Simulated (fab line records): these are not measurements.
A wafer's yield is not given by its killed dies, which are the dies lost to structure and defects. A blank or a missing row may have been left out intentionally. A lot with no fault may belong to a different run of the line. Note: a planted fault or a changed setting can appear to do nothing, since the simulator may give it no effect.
Lot-split experiment || flow n5Finfet || 39 wafers read from 7 lots, route of 1938 steps

## ABOUT THE SPLIT
At N5_DUMMY_GATE_ETCH_31 (etches SiO2 in C4F6/O2, target depth 82.5 nm, time 27.5 s), the setting targetDepthA was moved away from the recipe's 825 angstrom on 12 of the 39 wafers read, by -8.7% to +11.9%. For the rest of the wafers, this setting stayed at what the recipe calls for.

The reading is taken at the split's own step.

## THE READING
SOC_of_DUMMY_GATE_COAT_34.thkNm (the simulator's own value, which no gauge read), in nm, at N5_DUMMY_GATE_ETCH_31 (etches SiO2 in C4F6/O2, target depth 82.5 nm, time 27.5 s). The file does not state a usual value for it. Average 51.9 nm, standard deviation 0.18 nm, over the 27 wafers here run with the recipe.

{"wafer": "L076.1", "tool, chamber at the split": "rieDiel-02, 0", "targetDepthA as run, angstrom": 825, "against the recipe": "recipe", "SOC_of_DUMMY_GATE_COAT_34.thkNm, nm": 52, "against lot-mates on the recipe": "-"}
{"wafer": "L076.2", "tool, chamber at the split": "rieDiel-02, 3", "targetDepthA as run, angstrom": 825, "against the recipe": "recipe", "SOC_of_DUMMY_GATE_COAT_34.thkNm, nm": 51.8, "against lot-mates on the recipe": "-"}
{"wafer": "L076.3", "tool, chamber at the split": "rieDiel-02, 1", "targetDepthA as run, angstrom": 825, "against the recipe": "recipe", "SOC_of_DUMMY_GATE_COAT_34.thkNm, nm": 52, "against lot-mates on the recipe": "-"}
{"wafer": "L076.4", "tool, chamber at the split": "rieDiel-02, 2", "targetDepthA as run, angstrom": 825, "against the recipe": "recipe", "SOC_of_DUMMY_GATE_COAT_34.thkNm, nm": 52, "against lot-mates on the recipe": "-"}
{"wafer": "L076.5", "tool, chamber at the split": "rieDiel-02, 2", "targetDepthA as run, angstrom": 825, "against the recipe": "recipe", "SOC_of_DUMMY_GATE_COAT_34.thkNm, nm": 52, "against lot-mates on the recipe": "-"}
{"wafer": "L076.6", "tool, chamber at the split": "rieDiel-02, 1", "targetDepthA as run, angstrom": 825, "against the recipe": "recipe", "SOC_of_DUMMY_GATE_COAT_34.thkNm, nm": 52, "against lot-mates on the recipe": "-"}
{"wafer": "L080.1", "tool, chamber at the split": "rieDiel-03, 2", "targetDepthA as run, angstrom": 762.4, "against the recipe": "-7.6%", "SOC_of_DUMMY_GATE_COAT_34.thkNm, nm": 52.6, "against lot-mates on the recipe": "+0.7"}
{"wafer": "L080.2", "tool, chamber at the split": "rieDiel-03, 0", "targetDepthA as run, angstrom": 825, "against the recipe": "recipe", "SOC_of_DUMMY_GATE_COAT_34.thkNm, nm": 51.8, "against lot-mates on the recipe": "-"}
{"wafer": "L080.3", "tool, chamber at the split": "rieDiel-03, 3", "targetDepthA as run, angstrom": 825, "against the recipe": "recipe", "SOC_of_DUMMY_GATE_COAT_34.thkNm, nm": 52.2, "against lot-mates on the recipe": "-"}
{"wafer": "L080.4", "tool, chamber at the split": "rieDiel-03, 1", "targetDepthA as run, angstrom": 762.4, "against the recipe": "-7.6%", "SOC_of_DUMMY_GATE_COAT_34.thkNm, nm": 52.4, "against lot-mates on the recipe": "+0.5"}
{"wafer": "L080.5", "tool, chamber at the split": "rieDiel-03, 3", "targetDepthA as run, angstrom": 762.4, "against the recipe": "-7.6%", "SOC_of_DUMMY_GATE_COAT_34.thkNm, nm": 52.4, "against lot-mates on the recipe": "+0.5"}
{"wafer": "L080.6", "tool, chamber at the split": "rieDiel-03, 0", "targetDepthA as run, angstrom": 825, "against the recipe": "recipe", "SOC_of_DUMMY_GATE_COAT_34.thkNm, nm": 51.6, "against lot-mates on the recipe": "-"}
{"wafer": "L086.1", "tool, chamber at the split": "rieDiel-03, 2", "targetDepthA as run, angstrom": 922.9, "against the recipe": "+11.9%", "SOC_of_DUMMY_GATE_COAT_34.thkNm, nm": 51.2, "against lot-mates on the recipe": -0.5}
{"wafer": "L086.2", "tool, chamber at the split": "rieDiel-03, 1", "targetDepthA as run, angstrom": 825, "against the recipe": "recipe", "SOC_of_DUMMY_GATE_COAT_34.thkNm, nm": 51.4, "against lot-mates on the recipe": "-"}
{"wafer": "L086.3", "tool, chamber at the split": "rieDiel-03, 3", "targetDepthA as run, angstrom": 825, "against the recipe": "recipe", "SOC_of_DUMMY_GATE_COAT_34.thkNm, nm": 51.8, "against lot-mates on the recipe": "-"}
{"wafer": "L086.4", "tool, chamber at the split": "rieDiel-03, 0", "targetDepthA as run, angstrom": 922.9, "against the recipe": "+11.9%", "SOC_of_DUMMY_GATE_COAT_34.thkNm, nm": 50.6, "against lot-mates on the recipe": -1.1}
{"wafer": "L086.5", "tool, chamber at the split": "rieDiel-03, 2", "targetDepthA as run, angstrom": 825, "against the recipe": "recipe", "SOC_of_DUMMY_GATE_COAT_34.thkNm, nm": 52, "against lot-mates on the recipe": "-"}
{"wafer": "L086.6", "tool, chamber at the split": "rieDiel-03, 3", "targetDepthA as run, angstrom": 922.9, "against the recipe": "+11.9%", "SOC_of_DUMMY_GATE_COAT_34.thkNm, nm": 50.8, "against lot-mates on the recipe": -0.9}
{"wafer": "L087.1", "tool, chamber at the split": "rieDiel-03, 1", "targetDepthA as run, angstrom": 825, "against the recipe": "recipe", "SOC_of_DUMMY_GATE_COAT_34.thkNm, nm": 51.8, "against lot-mates on the recipe": "-"}
{"wafer": "L087.2", "tool, chamber at the split": "rieDiel-03, 0", "targetDepthA as run, angstrom": 825, "against the recipe": "recipe", "SOC_of_DUMMY_GATE_COAT_34.thkNm, nm": 51.8, "against lot-mates on the recipe": "-"}
{"wafer": "L087.3", "tool, chamber at the split": "rieDiel-03, 2", "targetDepthA as run, angstrom": 825, "against the recipe": "recipe", "SOC_of_DUMMY_GATE_COAT_34.thkNm, nm": 52, "against lot-mates on the recipe": "-"}
{"wafer": "L087.4", "tool, chamber at the split": "rieDiel-03, 3", "targetDepthA as run, angstrom": 825, "against the recipe": "recipe", "SOC_of_DUMMY_GATE_COAT_34.thkNm, nm": 52, "against lot-mates on the recipe": "-"}
{"wafer": "L087.5", "tool, chamber at the split": "rieDiel-03, 1", "targetDepthA as run, angstrom": 825, "against the recipe": "recipe", "SOC_of_DUMMY_GATE_COAT_34.thkNm, nm": 51.6, "against lot-mates on the recipe": "-"}
{"wafer": "L087.6", "tool, chamber at the split": "rieDiel-03, 0", "targetDepthA as run, angstrom": 825, "against the recipe": "recipe", "SOC_of_DUMMY_GATE_COAT_34.thkNm, nm": 51.6, "against lot-mates on the recipe": "-"}
{"wafer": "L090.1", "tool, chamber at the split": "rieDiel-02, 1", "targetDepthA as run, angstrom": 825, "against the recipe": "recipe", "SOC_of_DUMMY_GATE_COAT_34.thkNm, nm": 52, "against lot-mates on the recipe": "-"}
{"wafer": "L090.2", "tool, chamber at the split": "rieDiel-02, 0", "targetDepthA as run, angstrom": 825, "against the recipe": "recipe", "SOC_of_DUMMY_GATE_COAT_34.thkNm, nm": 52, "against lot-mates on the recipe": "-"}
{"wafer": "L090.3", "tool, chamber at the split": "rieDiel-02, 2", "targetDepthA as run, angstrom": 899.5, "against the recipe": "+9.0%", "SOC_of_DUMMY_GATE_COAT_34.thkNm, nm": 51.4, "against lot-mates on the recipe": -0.6}
{"wafer": "L090.4", "tool, chamber at the split": "rieDiel-02, 3", "targetDepthA as run, angstrom": 825, "against the recipe": "recipe", "SOC_of_DUMMY_GATE_COAT_34.thkNm, nm": 52, "against lot-mates on the recipe": "-"}
{"wafer": "L090.5", "tool, chamber at the split": "rieDiel-02, 3", "targetDepthA as run, angstrom": 899.5, "against the recipe": "+9.0%", "SOC_of_DUMMY_GATE_COAT_34.thkNm, nm": 51.4, "against lot-mates on the recipe": -0.6}
{"wafer": "L090.6", "tool, chamber at the split": "rieDiel-02, 2", "targetDepthA as run, angstrom": 899.5, "against the recipe": "+9.0%", "SOC_of_DUMMY_GATE_COAT_34.thkNm, nm": 51.4, "against lot-mates on the recipe": -0.6}
{"wafer": "L094.1", "tool, chamber at the split": "rieDiel-03, 2", "targetDepthA as run, angstrom": 753, "against the recipe": "-8.7%", "SOC_of_DUMMY_GATE_COAT_34.thkNm, nm": 52.6, "against lot-mates on the recipe": "+0.8"}
{"wafer": "L094.2", "tool, chamber at the split": "rieDiel-03, 3", "targetDepthA as run, angstrom": 753, "against the recipe": "-8.7%", "SOC_of_DUMMY_GATE_COAT_34.thkNm, nm": 52.8, "against lot-mates on the recipe": "+1.0"}
{"wafer": "L094.3", "tool, chamber at the split": "rieDiel-03, 1", "targetDepthA as run, angstrom": 825, "against the recipe": "recipe", "SOC_of_DUMMY_GATE_COAT_34.thkNm, nm": 51.6, "against lot-mates on the recipe": "-"}
{"wafer": "L094.4", "tool, chamber at the split": "rieDiel-03, 3", "targetDepthA as run, angstrom": 825, "against the recipe": "recipe", "SOC_of_DUMMY_GATE_COAT_34.thkNm, nm": 52, "against lot-mates on the recipe": "-"}
{"wafer": "L094.5", "tool, chamber at the split": "rieDiel-03, 2", "targetDepthA as run, angstrom": 825, "against the recipe": "recipe", "SOC_of_DUMMY_GATE_COAT_34.thkNm, nm": 51.8, "against lot-mates on the recipe": "-"}
{"wafer": "L094.6", "tool, chamber at the split": "rieDiel-03, 1", "targetDepthA as run, angstrom": 753, "against the recipe": "-8.7%", "SOC_of_DUMMY_GATE_COAT_34.thkNm, nm": 52.6, "against lot-mates on the recipe": "+0.8"}
{"wafer": "L096.1", "tool, chamber at the split": "rieDiel-02, 1", "targetDepthA as run, angstrom": 825, "against the recipe": "recipe", "SOC_of_DUMMY_GATE_COAT_34.thkNm, nm": 51.8, "against lot-mates on the recipe": "-"}
{"wafer": "L096.5", "tool, chamber at the split": "rieDiel-02, 0", "targetDepthA as run, angstrom": 825, "against the recipe": "recipe", "SOC_of_DUMMY_GATE_COAT_34.thkNm, nm": 51.8, "against lot-mates on the recipe": "-"}
{"wafer": "L096.6", "tool, chamber at the split": "rieDiel-02, 1", "targetDepthA as run, angstrom": 825, "against the recipe": "recipe", "SOC_of_DUMMY_GATE_COAT_34.thkNm, nm": 52, "against lot-mates on the recipe": "-"}

FIT RESULTS
A straight line over all 39 wafers: SOC_of_DUMMY_GATE_COAT_34.thkNm changes by -0.0778 nm for each +1% of targetDepthA; r = -0.91; the points scatter about the line by 0.19 nm.
The same after taking each lot's own level away (the mean of its wafers on the recipe; 39 wafers): -0.0785 nm for each +1%; r = -0.93; scatter 0.17 nm.
According to that fit, moving targetDepthA by its largest amount changes the reading by 0.93 nm.
Measured against the standard deviation above, the lots' own levels, which go from 51.73 to 52.00 nm, span 1.5 times it.
So the lot-to-lot level changes the slope little: the two slopes agree.
Check: with one of the wafers moved furthest among these (+11.9%) left out of the fit, the line predicts -0.969 nm for it against its lot-mates. It came out at -0.533 nm against them.

## THESE WAFERS: OTHER SPLITS
Before the reading, these wafers also passed through other splits. Each is held against what the fit with the lots' levels taken away leaves over:
{"other split on the same wafers": "N5_DUMMY_GATE_ETCH_37 sourceW", "wafers away from the commonest value": 15, "r with SOC_of_DUMMY_GATE_COAT_34.thkNm (lot level and that fit taken away)": "+0.16"}

## THE WHOLE CHAIN: every reading that the file lists as answering this split, in the file's order
{"step": "N5_DUMMY_GATE_ETCH_31", "what it does": "etches SiO2 in C4F6/O2, target depth 82.5 nm, time 27.5 s", "reading": "etch.depthNm (the simulator's own value, which no gauge read)", "change (the file's fit)": "+0.762 nm for each +1% of the setting", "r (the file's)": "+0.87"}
{"step": "N5_DUMMY_GATE_ETCH_31", "what it does": "etches SiO2 in C4F6/O2, target depth 82.5 nm, time 27.5 s", "reading": "SOC_of_DUMMY_GATE_COAT_34.thkNm (the simulator's own value, which no gauge read)", "change (the file's fit)": "-0.0781 nm for each +1% of the setting", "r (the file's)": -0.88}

## FILE'S OWN FIT
SOC_of_DUMMY_GATE_COAT_34.thkNm changes by -0.0781 nm for each +1% of targetDepthA, r = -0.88.
